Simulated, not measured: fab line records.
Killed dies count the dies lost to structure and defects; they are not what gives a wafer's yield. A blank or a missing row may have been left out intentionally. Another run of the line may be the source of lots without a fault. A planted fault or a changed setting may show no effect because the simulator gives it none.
fab line records ; flow n5Finfet
record lots=24; wafers=72; lastDay=19
route steps=1938 shown BEOL_M6@1250 BEOL_M7@1277
lots that met no fault: from a run of the same line without faults
startH: hours from the record's first day to the start of the lot's first wafer shown ; waitH: hours since the lot's step before ; " the same as in the row above ; L1.1+2: a row that stands for several wafers ; - value missing, or start not given ; * or withheld: withheld ; < > ~ a bound
route shown NAME@n: names a module that has steps shown in the file, with the first one's number in the route ; usual: the fault-free wafers' mean and standard deviation ; same: alike in all rows ; chamber/n: place in a boat ; sites: per-site readings ; _std_site: their standard deviation ; _edge_site: outer sites' mean less inner sites' ; radiusMm: how far each site lies from the wafer's centre ; mask NAME#n: copy n ; behind: the most recent tool/chamber to have shaped the wafer ; hold: cause of the lot's hold/its duration in hours/its outcome ; device: the n, p or np transistor that did not switch ; end of line: tests run on the same wafers once the route is complete ; a step without rows: its recipe alone ; killed: the dies lost at the first sort to structure and to defects; this is not the yield of the wafer ; map: a wafer's dies, marking killed ones x, the rest . and places with no die _
set.NAME: setting as actually run; set.NAME@STEP: the setting as run at that earlier step ; model.NAME: the simulator's own value behind a step, which no gauge read
a sample of lots followed through the steps of the route, with each step as a table and each wafer as a row
services: when a tool's chamber went out of use (startH, in hours from the record's first day, below 0 if earlier), for how many hours, and the reason
## steps
# step N5_BEOL_M6_PRE_CLEAN_45
# recipe gas=H2/He; timeS=30; tempC=250
# usual heaterPowerW=344/35
lot.wafer;tool;chamber;startH;waitH;heaterPowerW
L075.2;pvdSputter-03;-;222.97;0.0;286
L075.4;pvdSputter-03;-;222.97;0.0;381
L075.5;pvdSputter-03;-;222.97;0.0;378
L074.2;pvdSputter-03;-;223.05;0.0;369
L074.5;pvdSputter-03;-;223.05;0.0;364
L074.6;pvdSputter-03;-;223.05;0.0;320
L078.1;pvdSputter-01;-;227.02;0.0;346
L078.2;pvdSputter-01;-;227.02;0.0;325
L078.6;pvdSputter-01;-;227.02;0.0;333
L077.2;pvdSputter-02;-;232.21;0.0;364
L077.3;pvdSputter-02;-;232.21;0.0;349
L077.6;pvdSputter-02;-;232.21;0.0;349
L076.2;pvdSputter-02;-;239.04;0.0;316
L076.4;pvdSputter-02;-;239.04;0.0;354
L076.6;pvdSputter-02;-;239.04;0.0;408
L080.1;pvdSputter-01;-;243.53;0.0;334
L080.3;pvdSputter-01;-;243.53;0.0;287
L080.6;pvdSputter-01;-;243.53;0.0;358
L079.1;pvdSputter-03;-;243.64;0.0;330
L079.4;pvdSputter-03;-;243.64;0.0;286
L079.5;pvdSputter-03;-;243.64;0.0;322
L081.3;pvdSputter-03;-;256.24;0.0;373
L081.5;pvdSputter-03;-;256.24;0.0;312
L081.6;pvdSputter-03;-;256.24;0.0;370
L082.3;pvdSputter-02;-;261.51;0.0;314
L082.5;pvdSputter-02;-;261.51;0.0;359
L082.6;pvdSputter-02;-;261.51;0.0;308
L083.2;pvdSputter-01;-;271.16;0.0;349
L083.3;pvdSputter-01;-;271.16;0.0;340
L083.4;pvdSputter-01;-;271.16;0.0;291
L085.4;pvdSputter-02;-;274.30;0.0;407
L085.5;pvdSputter-02;-;274.30;0.0;406
L085.6;pvdSputter-02;-;274.30;0.0;348
L086.2;pvdSputter-03;-;278.97;0.0;373
L086.5;pvdSputter-03;-;278.97;0.0;367
L086.6;pvdSputter-03;-;278.97;0.0;376
L084.1;pvdSputter-03;-;279.05;0.0;379
L084.4;pvdSputter-03;-;279.05;0.0;382
L084.5;pvdSputter-03;-;279.05;0.0;294
L087.4;pvdSputter-02;-;293.14;0.0;360
L087.5;pvdSputter-02;-;293.14;0.0;341
L087.6;pvdSputter-02;-;293.14;0.0;365
L088.2;pvdSputter-03;-;300.10;0.0;377
L088.3;pvdSputter-03;-;300.10;0.0;291
L088.4;pvdSputter-03;-;300.10;0.0;375
L089.1;pvdSputter-02;-;311.08;0.0;309
L089.5;pvdSputter-02;-;311.08;0.0;400
L089.6;pvdSputter-02;-;311.08;0.0;358
L090.3;pvdSputter-02;-;313.54;0.0;361
L090.4;pvdSputter-02;-;313.54;0.0;357
L090.5;pvdSputter-02;-;313.54;0.0;404
L091.1;pvdSputter-03;-;314.49;0.0;318
L091.2;pvdSputter-03;-;314.49;0.0;374
L091.4;pvdSputter-03;-;314.49;0.0;383
L093.3;pvdSputter-02;-;317.63;0.0;305
L093.4;pvdSputter-02;-;317.63;0.0;362
L093.6;pvdSputter-02;-;317.63;0.0;342
L092.1;pvdSputter-01;-;323.05;0.0;278
L092.3;pvdSputter-01;-;323.05;0.0;325
L092.5;pvdSputter-01;-;323.05;0.0;324
L094.1;pvdSputter-03;-;353.03;0.0;365
L094.2;pvdSputter-03;-;353.03;0.0;371
L094.5;pvdSputter-03;-;353.03;0.0;287
L096.2;pvdSputter-03;-;353.48;0.0;370
L096.3;pvdSputter-03;-;353.48;0.0;323
L096.6;pvdSputter-03;-;353.48;0.0;367
L095.1;pvdSputter-01;-;355.57;0.0;327
L095.4;pvdSputter-01;-;355.57;0.0;284
L095.5;pvdSputter-01;-;355.57;0.0;330
L097.3;pvdSputter-03;-;357.84;0.0;378
L097.4;pvdSputter-03;-;357.84;0.0;380
L097.5;pvdSputter-03;-;357.84;0.0;377
# step N5_BEOL_M6_CMP_52
# recipe stopOn=SiCOH_lowk; tOverpolishS=6.9; downForcePsi=1; platenRpm=50; clearingPlatenDownForcePsi=1.5; clearingPlatenRpm=50; postCmpClean=cuAlkaline; targetThkNm=80; clearingPlatenPadVelocityMS=0.99484; padVelocityMS=0.99484
# usual barrierFieldEndpointS=28.8/0.61; motorCurrentA=6.2/0.61; overpolishRunS=6.900/0.0091; retainingRingPressureFrac=0.999/0.005; timeToEndpointS=61.6/2.6
lot.wafer;tool;chamber;startH;waitH;barrierFieldEndpointS;motorCurrentA;overpolishRunS;retainingRingPressureFrac;timeToEndpointS
L075.2;cmp-03;3;224.63;0.2;28.6;5.3;6.897;1.000;65.5
L075.4;cmp-03;2;224.63;0.2;28.4;6.5;6.904;1.002;62.5
L075.5;cmp-03;0;224.63;0.2;29.3;6.9;6.895;1.011;65.1
L074.2;cmp-02;0;224.80;0.3;28.5;6.7;6.880;1.001;62.3
L074.6;cmp-02;1;224.80;0.3;29.8;6.1;6.894;1.001;64.0
L074.5;cmp-02;2;224.80;0.3;28.8;6.1;6.907;0.997;58.6
L078.1;cmp-02;0;228.62;0.3;28.8;6.6;6.916;0.996;58.8
L078.2;cmp-02;1;228.62;0.3;28.3;6.5;6.900;1.006;61.8
L078.6;cmp-02;3;228.62;0.3;28.2;6.9;6.908;1.006;59.1
L077.2;cmp-03;0;233.37;0.3;29.4;6.8;6.896;1.000;62.7
L077.3;cmp-03;1;233.37;0.3;28.8;6.1;6.874;1.001;60.0
L077.6;cmp-03;2;233.37;0.3;29.1;6.1;6.912;1.002;60.2
L076.4;cmp-02;2;240.50;0.1;29.3;6.4;6.889;0.997;63.2
L076.2;cmp-02;0;240.50;0.1;30.0;6.7;6.897;1.002;62.5
L076.6;cmp-02;3;240.50;0.1;28.8;6.6;6.895;0.997;61.9
L080.1;cmp-02;2;244.95;0.3;28.1;6.0;6.895;0.995;59.9
L080.3;cmp-02;3;244.95;0.3;28.9;7.4;6.905;1.004;59.1
L080.6;cmp-02;0;244.95;0.3;28.2;6.8;6.906;0.993;60.9
L079.4;cmp-04;0;246.72;0.1;29.3;4.9;6.895;0.996;61.8
L079.1;cmp-04;2;246.72;0.1;29.4;6.0;6.906;1.002;64.9
L079.5;cmp-04;0;246.72;0.1;29.3;5.0;6.889;1.005;59.3
L081.3;cmp-03;1;257.46;0.3;28.7;5.5;6.908;0.997;59.4
L081.5;cmp-03;2;257.46;0.3;28.7;6.3;6.917;0.995;61.9
L081.6;cmp-03;3;257.46;0.3;29.8;5.8;6.903;0.991;64.9
L082.3;cmp-03;0;264.45;0.2;28.7;7.0;6.896;0.997;64.0
L082.5;cmp-03;2;264.45;0.2;29.0;6.5;6.905;1.005;60.2
L082.6;cmp-03;3;264.45;0.2;28.5;5.7;6.907;0.997;62.7
L083.3;cmp-04;3;272.64;0.2;28.5;5.7;6.902;0.995;61.4
L083.4;cmp-04;0;272.64;0.2;28.9;4.8;6.910;0.997;62.2
L083.2;cmp-04;1;272.64;0.2;28.0;6.9;6.897;0.994;64.5
L085.4;cmp-02;2;275.95;0.2;28.0;6.2;6.918;0.997;61.5
L085.5;cmp-02;3;275.95;0.2;28.7;7.5;6.898;0.998;59.4
L085.6;cmp-02;0;275.95;0.2;29.5;6.4;6.901;0.996;61.8
L086.2;cmp-04;3;281.15;0.3;28.9;6.3;6.911;0.991;61.2
L086.6;cmp-04;0;281.15;0.3;29.5;5.1;6.907;0.999;63.8
L086.5;cmp-04;1;281.15;0.3;29.6;6.8;6.905;1.002;64.4
L084.1;cmp-03;3;281.36;0.3;29.3;6.2;6.897;0.992;61.9
L084.4;cmp-03;0;281.36;0.3;29.3;6.6;6.897;0.993;63.7
L084.5;cmp-03;2;281.36;0.3;29.1;6.6;6.907;0.999;61.0
L087.4;cmp-04;3;294.64;0.2;27.9;5.9;6.911;0.993;56.5
L087.6;cmp-04;1;294.64;0.2;29.7;6.8;6.907;0.989;63.3
L087.5;cmp-04;2;294.64;0.2;28.1;5.6;6.907;0.986;61.2
L088.3;cmp-04;2;304.25;0.2;29.1;5.9;6.897;1.002;62.0
L088.4;cmp-04;3;304.25;0.2;28.9;5.9;6.890;0.989;62.7
L088.2;cmp-04;0;304.25;0.2;28.3;5.0;6.892;0.996;62.2
L089.1;cmp-04;1;315.39;0.3;28.9;6.4;6.894;1.006;59.5
L089.5;cmp-04;3;315.39;0.3;29.2;5.9;6.900;1.001;59.9
L089.6;cmp-04;0;315.39;0.3;29.0;4.9;6.887;1.004;57.6
L090.4;cmp-02;3;317.91;0.2;28.4;7.0;6.913;1.007;62.6
L090.3;cmp-02;0;317.91;0.2;29.3;7.0;6.912;1.008;67.0
L090.5;cmp-02;1;317.91;0.2;29.6;6.1;6.881;0.998;64.9
L091.2;cmp-03;3;318.39;0.2;28.8;5.6;6.918;1.002;61.0
L091.4;cmp-03;0;318.39;0.2;28.5;6.7;6.889;0.999;60.1
L091.1;cmp-03;2;318.39;0.2;27.7;6.5;6.903;0.995;57.8
L093.3;cmp-02;0;319.34;0.2;29.0;6.9;6.895;0.996;60.1
L093.4;cmp-02;1;319.34;0.2;29.5;6.2;6.896;0.997;64.1
L093.6;cmp-02;3;319.34;0.2;28.7;7.0;6.894;0.998;58.4
L092.1;cmp-03;2;324.56;0.3;27.9;6.7;6.912;1.007;59.0
L092.3;cmp-03;1;324.56;0.3;27.7;5.7;6.898;1.004;57.3
L092.5;cmp-03;3;324.56;0.3;28.4;6.0;6.891;0.994;59.8
L094.1;cmp-03;2;354.59;0.3;28.0;6.4;6.904;1.001;62.3
L094.2;cmp-03;1;354.59;0.3;27.7;5.6;6.928;1.001;60.5
L094.5;cmp-03;2;354.59;0.3;29.4;6.5;6.887;0.990;64.6
L096.2;cmp-04;3;355.17;0.2;28.2;6.2;6.891;0.999;57.1
L096.3;cmp-04;1;355.17;0.2;28.0;6.6;6.889;1.003;60.9
L096.6;cmp-04;2;355.17;0.2;29.2;5.7;6.893;0.999;61.6
L095.1;cmp-02;3;356.67;0.3;28.7;7.2;6.901;0.999;56.7
L095.4;cmp-02;0;356.67;0.3;29.0;6.5;6.887;0.993;61.9
L095.5;cmp-02;3;356.67;0.3;29.5;7.3;6.894;1.002;60.1
L097.3;cmp-04;2;360.04;0.3;28.9;5.7;6.911;0.999;64.3
L097.4;cmp-04;3;360.04;0.3;29.5;6.2;6.893;0.993;62.9
L097.5;cmp-04;3;360.04;0.3;28.4;5.6;6.910;1.000;62.3
# step N5_BEOL_M6_THK_MEAS_53
# recipe thkMeasGauge=xrf; reads=Cu_of_BEOL_M6_ECD_50
# usual M6_THK=79.0/2.6
lot.wafer;tool;chamber;startH;waitH;M6_THK[nm]
L075.2;filmMetro-01;-;224.92;-;77.6
L075.4;filmMetro-01;-;224.92;-;75.4
L075.5;filmMetro-01;-;224.92;-;76.2
L074.2;filmMetro-01;-;224.98;-;76.4
L074.5;filmMetro-01;-;224.98;-;79.2
L074.6;filmMetro-01;-;224.98;-;76.1
L078.1;filmMetro-02;-;228.84;-;80.6
L078.2;filmMetro-02;-;228.84;-;76.2
L078.6;filmMetro-02;-;228.84;-;78.9
L077.2;filmMetro-02;-;233.59;-;75.5
L077.3;filmMetro-02;-;233.59;-;80.3
L077.6;filmMetro-02;-;233.59;-;75.0
L076.2;filmMetro-01;-;240.80;-;80.9
L076.4;filmMetro-01;-;240.80;-;82.7
L076.6;filmMetro-01;-;240.80;-;82.0
L080.1;filmMetro-01;-;245.17;-;74.9
L080.3;filmMetro-01;-;245.17;-;76.8
L080.6;filmMetro-01;-;245.17;-;78.9
L079.1;filmMetro-01;-;247.01;-;81.4
L079.4;filmMetro-01;-;247.01;-;74.2
L079.5;filmMetro-01;-;247.01;-;82.2
L081.3;filmMetro-01;-;257.65;-;76.1
L081.5;filmMetro-01;-;257.65;-;77.7
L081.6;filmMetro-01;-;257.65;-;76.1
L082.3;filmMetro-02;-;264.67;-;79.5
L082.5;filmMetro-02;-;264.67;-;78.7
L082.6;filmMetro-02;-;264.67;-;79.0
L083.2;filmMetro-01;-;272.90;-;77.9
L083.3;filmMetro-01;-;272.90;-;74.8
L083.4;filmMetro-01;-;272.90;-;77.6
L085.4;filmMetro-02;-;276.14;-;76.8
L085.5;filmMetro-02;-;276.14;-;73.5
L085.6;filmMetro-02;-;276.14;-;76.7
L086.2;filmMetro-01;-;281.33;-;77.8
L086.5;filmMetro-01;-;281.33;-;78.3
L086.6;filmMetro-01;-;281.33;-;79.6
L084.1;filmMetro-02;-;281.61;-;81.6
L084.4;filmMetro-02;-;281.61;-;80.6
L084.5;filmMetro-02;-;281.61;-;79.7
L087.4;filmMetro-02;-;294.87;-;78.4
L087.5;filmMetro-02;-;294.87;-;83.1
L087.6;filmMetro-02;-;294.87;-;75.9
L088.2;filmMetro-02;-;304.55;-;80.4
L088.3;filmMetro-02;-;304.55;-;74.8
L088.4;filmMetro-02;-;304.55;-;75.4
L089.1;filmMetro-01;-;315.61;-;80.6
L089.5;filmMetro-01;-;315.61;-;78.5
L089.6;filmMetro-01;-;315.61;-;79.4
L090.3;filmMetro-01;-;318.13;-;79.8
L090.4;filmMetro-01;-;318.13;-;78.9
L090.5;filmMetro-01;-;318.13;-;82.5
L091.1;filmMetro-01;-;318.68;-;79.3
L091.2;filmMetro-01;-;318.68;-;84.1
L091.4;filmMetro-01;-;318.68;-;80.9
L093.3;filmMetro-02;-;319.60;-;80.7
L093.4;filmMetro-02;-;319.60;-;80.0
L093.6;filmMetro-02;-;319.60;-;82.9
L092.1;filmMetro-02;-;324.85;-;80.7
L092.3;filmMetro-02;-;324.85;-;77.6
L092.5;filmMetro-02;-;324.85;-;79.3
L094.1;filmMetro-02;-;354.89;-;78.1
L094.2;filmMetro-02;-;354.89;-;76.7
L094.5;filmMetro-02;-;354.89;-;76.7
L096.2;filmMetro-02;-;355.43;-;79.7
L096.3;filmMetro-02;-;355.43;-;83.4
L096.6;filmMetro-02;-;355.43;-;79.8
L095.1;filmMetro-01;-;356.93;-;78.1
L095.4;filmMetro-01;-;356.93;-;79.4
L095.5;filmMetro-01;-;356.93;-;78.2
L097.3;filmMetro-01;-;360.33;-;83.3
L097.4;filmMetro-01;-;360.33;-;79.1
L097.5;filmMetro-01;-;360.33;-;81.6
# step N5_BEOL_M7_OVL_MEAS_12
# recipe pointsPerWafer=44
# usual M7_OVL=0.1/0.88
lot.wafer;tool;chamber;startH;waitH;M7_OVL[nm]
L075.2;overlay-02;0;227.26;0.0;0.1
L075.4;overlay-02;0;227.26;0.0;1.3
L075.5;overlay-02;0;227.26;0.0;1.3
L074.2;overlay-01;0;227.29;0.0;0.0
L074.5;overlay-01;0;227.29;0.0;1.2
L074.6;overlay-01;0;227.29;0.0;-0.2
L078.1;overlay-02;0;232.03;0.0;-0.3
L078.2;overlay-02;0;232.03;0.0;0.0
L078.6;overlay-02;0;232.03;0.0;0.3
L077.2;overlay-02;0;236.50;0.0;-0.6
L077.3;overlay-02;0;236.50;0.0;0.2
L077.6;overlay-02;0;236.50;0.0;-0.3
L076.2;overlay-02;0;243.91;0.0;0.2
L076.4;overlay-02;0;243.91;0.0;0.0
L076.6;overlay-02;0;243.91;0.0;-0.3
L080.1;overlay-02;0;248.45;0.0;0.8
L080.3;overlay-02;0;248.45;0.0;-0.3
L080.6;overlay-02;0;248.45;0.0;0.1
L079.1;overlay-01;0;249.31;0.0;0.5
L079.4;overlay-01;0;249.31;0.0;0.8
L079.5;overlay-01;0;249.31;0.0;1.2
L081.3;overlay-02;0;260.69;0.0;-0.7
L081.5;overlay-02;0;260.69;0.0;0.7
L081.6;overlay-02;0;260.69;0.0;0.8
L082.3;overlay-01;0;266.62;0.0;0.6
L082.5;overlay-01;0;266.62;0.0;0.5
L082.6;overlay-01;0;266.62;0.0;0.3
L083.2;overlay-01;0;274.53;0.0;-0.9
L083.3;overlay-01;0;274.53;0.0;-1.1
L083.4;overlay-01;0;274.53;0.0;-0.3
L085.4;overlay-01;0;278.66;0.0;1.0
L085.5;overlay-01;0;278.66;0.0;-0.8
L085.6;overlay-01;0;278.66;0.0;0.3
L086.2;overlay-02;0;283.54;0.0;1.0
L086.5;overlay-02;0;283.54;0.0;1.8
L086.6;overlay-02;0;283.54;0.0;0.7
L084.1;overlay-01;0;284.84;0.0;1.0
L084.4;overlay-01;0;284.84;0.0;-0.5
L084.5;overlay-01;0;284.84;0.0;0.2
L087.4;overlay-01;0;296.69;0.0;-0.8
L087.5;overlay-01;0;296.69;0.0;0.5
L087.6;overlay-01;0;296.69;0.0;0.2
L088.2;overlay-02;0;306.60;0.0;-1.2
L088.3;overlay-02;0;306.60;0.0;0.1
L088.4;overlay-02;0;306.60;0.0;-1.0
L089.1;overlay-01;0;318.02;0.0;-0.9
L089.5;overlay-01;0;318.02;0.0;0.3
L089.6;overlay-01;0;318.02;0.0;0.0
L090.3;overlay-01;0;321.14;0.0;-0.5
L090.4;overlay-01;0;321.14;0.0;1.2
L090.5;overlay-01;0;321.14;0.0;0.3
L091.1;overlay-02;0;321.44;0.0;0.6
L091.2;overlay-02;0;321.44;0.0;-0.6
L091.4;overlay-02;0;321.44;0.0;-0.1
L093.3;overlay-02;0;321.92;0.0;-1.6
L093.4;overlay-02;0;321.92;0.0;-1.9
L093.6;overlay-02;0;321.92;0.0;-1.9
L092.1;overlay-02;0;326.33;0.0;0.7
L092.3;overlay-02;0;326.33;0.0;0.5
L092.5;overlay-02;0;326.33;0.0;0.6
L094.1;overlay-02;0;356.30;0.0;-1.3
L094.2;overlay-02;0;356.30;0.0;-0.1
L094.5;overlay-02;0;356.30;0.0;-0.1
L096.2;overlay-01;0;357.15;0.0;-0.2
L096.3;overlay-01;0;357.15;0.0;0.1
L096.6;overlay-01;0;357.15;0.0;-0.2
L095.1;overlay-02;0;359.83;0.0;1.2
L095.4;overlay-02;0;359.83;0.0;-1.0
L095.5;overlay-02;0;359.83;0.0;0.3
L097.3;overlay-01;0;362.23;0.0;-0.5
L097.4;overlay-01;0;362.23;0.0;-0.2
L097.5;overlay-01;0;362.23;0.0;-1.1
# step N5_BEOL_M7_OVL_MEAS_29
# recipe pointsPerWafer=522
# usual V6_OVL=0.2/0.68
lot.wafer;tool;chamber;startH;waitH;V6_OVL[nm]
L074.2;overlay-01;0;228.33;0.0;0.1
L074.5;overlay-01;0;228.33;0.0;0.2
L074.6;overlay-01;0;228.33;0.0;-1.2
L075.2;overlay-02;0;228.37;0.0;1.3
L075.4;overlay-02;0;228.37;0.0;0.5
L075.5;overlay-02;0;228.37;0.0;1.2
L078.1;overlay-02;0;235.65;0.0;2.1
L078.2;overlay-02;0;235.65;0.0;1.7
L078.6;overlay-02;0;235.65;0.0;0.2
L077.2;overlay-02;0;237.61;0.0;-0.4
L077.3;overlay-02;0;237.61;0.0;-0.1
L077.6;overlay-02;0;237.61;0.0;-0.7
L076.2;overlay-01;0;246.25;0.0;0.6
L076.4;overlay-01;0;246.25;0.0;-0.3
L076.6;overlay-01;0;246.25;0.0;0.4
L079.1;overlay-02;0;251.43;0.0;-0.8
L079.4;overlay-02;0;251.43;0.0;0.3
L079.5;overlay-02;0;251.43;0.0;-0.5
L080.1;overlay-01;0;251.60;0.0;0.7
L080.3;overlay-01;0;251.60;0.0;0.7
L080.6;overlay-01;0;251.60;0.0;1.1
L081.3;overlay-01;0;261.74;0.0;-0.8
L081.5;overlay-01;0;261.74;0.0;-1.5
L081.6;overlay-01;0;261.74;0.0;-1.8
L082.3;overlay-01;0;269.75;0.0;0.0
L082.5;overlay-01;0;269.75;0.0;0.5
L082.6;overlay-01;0;269.75;0.0;-0.5
L083.2;overlay-01;0;276.93;0.0;0.3
L083.3;overlay-01;0;276.93;0.0;0.1
L083.4;overlay-01;0;276.93;0.0;-0.1
L085.4;overlay-01;0;279.67;0.0;-0.8
L085.5;overlay-01;0;279.67;0.0;0.1
L085.6;overlay-01;0;279.67;0.0;-0.1
L086.2;overlay-01;0;284.67;0.0;0.8
L086.5;overlay-01;0;284.67;0.0;-0.2
L086.6;overlay-01;0;284.67;0.0;-0.3
L084.1;overlay-01;0;287.07;0.0;-0.2
L084.4;overlay-01;0;287.07;0.0;1.9
L084.5;overlay-01;0;287.07;0.0;0.6
L087.4;overlay-02;0;298.85;0.0;-0.3
L087.5;overlay-02;0;298.85;0.0;-0.8
L087.6;overlay-02;0;298.85;0.0;0.0
L088.2;overlay-02;0;310.91;0.0;0.4
L088.3;overlay-02;0;310.91;0.0;-0.1
L088.4;overlay-02;0;310.91;0.0;0.3
L089.1;overlay-01;0;320.49;0.0;1.2
L089.5;overlay-01;0;320.49;0.0;1.4
L089.6;overlay-01;0;320.49;0.0;0.9
L090.3;overlay-02;0;322.19;0.0;0.1
L090.4;overlay-02;0;322.19;0.0;-0.3
L090.5;overlay-02;0;322.19;0.0;0.2
L091.1;overlay-02;0;322.44;0.0;-0.7
L091.2;overlay-02;0;322.44;0.0;-0.1
L091.4;overlay-02;0;322.44;0.0;-0.3
L093.3;overlay-02;0;322.83;0.0;0.2
L093.4;overlay-02;0;322.83;0.0;-0.2
L093.6;overlay-02;0;322.83;0.0;-0.6
L092.1;overlay-02;0;329.55;0.0;1.3
L092.3;overlay-02;0;329.55;0.0;0.0
L092.5;overlay-02;0;329.55;0.0;0.3
L094.1;overlay-02;0;357.62;0.0;-0.1
L094.2;overlay-02;0;357.62;0.0;0.7
L094.5;overlay-02;0;357.62;0.0;0.7
L096.2;overlay-02;0;359.37;0.0;-0.2
L096.3;overlay-02;0;359.37;0.0;0.2
L096.6;overlay-02;0;359.37;0.0;0.1
L095.1;overlay-02;0;360.92;0.0;0.4
L095.4;overlay-02;0;360.92;0.0;-0.2
L095.5;overlay-02;0;360.92;0.0;1.0
L097.3;overlay-02;0;364.16;0.0;0.0
L097.4;overlay-02;0;364.16;0.0;0.8
L097.5;overlay-02;0;364.16;0.0;0.7
# step N5_BEOL_M7_INSPECT_30
# recipe mode=adi; inspectInstrument=brightfield
# usual rawDefectCount=430/81
lot.wafer;tool;chamber;startH;waitH;rawDefectCount
L074.2;defectInspect-01;-;228.39;0.0;372
L074.5;defectInspect-01;-;228.39;0.0;391
L074.6;defectInspect-01;-;228.39;0.0;291
L075.2;defectInspect-01;-;228.42;0.0;350
L075.4;defectInspect-01;-;228.42;0.0;755
L075.5;defectInspect-01;-;228.42;0.0;371
L078.1;defectInspect-01;-;235.71;0.1;483
L078.2;defectInspect-01;-;235.71;0.1;369
L078.6;defectInspect-01;-;235.71;0.1;469
L077.2;defectInspect-02;-;237.66;0.0;515
L077.3;defectInspect-02;-;237.66;0.0;373
L077.6;defectInspect-02;-;237.66;0.0;362
L076.2;defectInspect-02;-;246.30;0.0;420
L076.4;defectInspect-02;-;246.30;0.0;460
L076.6;defectInspect-02;-;246.30;0.0;467
L079.1;defectInspect-02;-;251.49;0.1;501
L079.4;defectInspect-02;-;251.49;0.1;480
L079.5;defectInspect-02;-;251.49;0.1;402
L080.1;defectInspect-01;-;251.66;0.1;438
L080.3;defectInspect-01;-;251.66;0.1;405
L080.6;defectInspect-01;-;251.66;0.1;496
L081.3;defectInspect-01;-;261.79;0.0;459
L081.5;defectInspect-01;-;261.79;0.0;493
L081.6;defectInspect-01;-;261.79;0.0;390
L082.3;defectInspect-02;-;269.80;0.0;497
L082.5;defectInspect-02;-;269.80;0.0;389
L082.6;defectInspect-02;-;269.80;0.0;439
L083.2;defectInspect-02;-;276.99;0.0;355
L083.3;defectInspect-02;-;276.99;0.0;436
L083.4;defectInspect-02;-;276.99;0.0;404
L085.4;defectInspect-01;-;279.71;0.0;411
L085.5;defectInspect-01;-;279.71;0.0;349
L085.6;defectInspect-01;-;279.71;0.0;334
L086.2;defectInspect-01;-;284.72;0.0;452
L086.5;defectInspect-01;-;284.72;0.0;340
L086.6;defectInspect-01;-;284.72;0.0;352
L084.1;defectInspect-02;-;287.13;0.1;291
L084.4;defectInspect-02;-;287.13;0.1;465
L084.5;defectInspect-02;-;287.13;0.1;526
L087.4;defectInspect-02;-;298.89;0.0;355
L087.5;defectInspect-02;-;298.89;0.0;447
L087.6;defectInspect-02;-;298.89;0.0;322
L088.2;defectInspect-02;-;310.97;0.0;474
L088.3;defectInspect-02;-;310.97;0.0;379
L088.4;defectInspect-02;-;310.97;0.0;588
L089.1;defectInspect-02;-;320.55;0.1;425
L089.5;defectInspect-02;-;320.55;0.1;390
L089.6;defectInspect-02;-;320.55;0.1;452
L090.3;defectInspect-01;-;322.24;0.0;368
L090.4;defectInspect-01;-;322.24;0.0;342
L090.5;defectInspect-01;-;322.24;0.0;393
L091.1;defectInspect-01;-;322.50;0.1;546
L091.2;defectInspect-01;-;322.50;0.1;496
L091.4;defectInspect-01;-;322.50;0.1;540
L093.3;defectInspect-02;-;322.88;0.0;387
L093.4;defectInspect-02;-;322.88;0.0;363
L093.6;defectInspect-02;-;322.88;0.0;357
L092.1;defectInspect-02;-;329.60;0.1;463
L092.3;defectInspect-02;-;329.60;0.1;371
L092.5;defectInspect-02;-;329.60;0.1;339
L094.1;defectInspect-02;-;357.68;0.1;304
L094.2;defectInspect-02;-;357.68;0.1;494
L094.5;defectInspect-02;-;357.68;0.1;384
L096.2;defectInspect-01;-;359.43;0.1;448
L096.3;defectInspect-01;-;359.43;0.1;458
L096.6;defectInspect-01;-;359.43;0.1;568
L095.1;defectInspect-01;-;360.98;0.1;564
L095.4;defectInspect-01;-;360.98;0.1;504
L095.5;defectInspect-01;-;360.98;0.1;541
L097.3;defectInspect-02;-;364.21;0.0;562
L097.4;defectInspect-02;-;364.21;0.0;438
L097.5;defectInspect-02;-;364.21;0.0;428
## services
tool;chamber;startH;hours;kind
cmp-03;-;200.62;13.4;pm
cmp-03;-;237.49;1.0;repair
cmp-03;-;240.40;3.9;pm
cmp-03;-;250.66;1.3;repair
pvdSputter-01;-;272.01;0.5;repair
cmp-03;-;275.55;2.8;repair
cmp-04;-;296.05;0.3;repair
cmp-03;-;311.47;1.6;repair
cmp-04;-;315.94;0.9;repair
cmp-02;-;319.88;12.0;pm
cmp-04;-;322.00;0.2;repair
cmp-03;-;326.61;2.4;repair
cmp-03;-;329.16;4.2;pm
cmp-03;-;335.83;2.4;repair
cmp-02;-;347.14;1.0;repair
cmp-02;-;350.49;4.9;pm
cmp-03;-;357.26;4.0;pm
## key
fault none
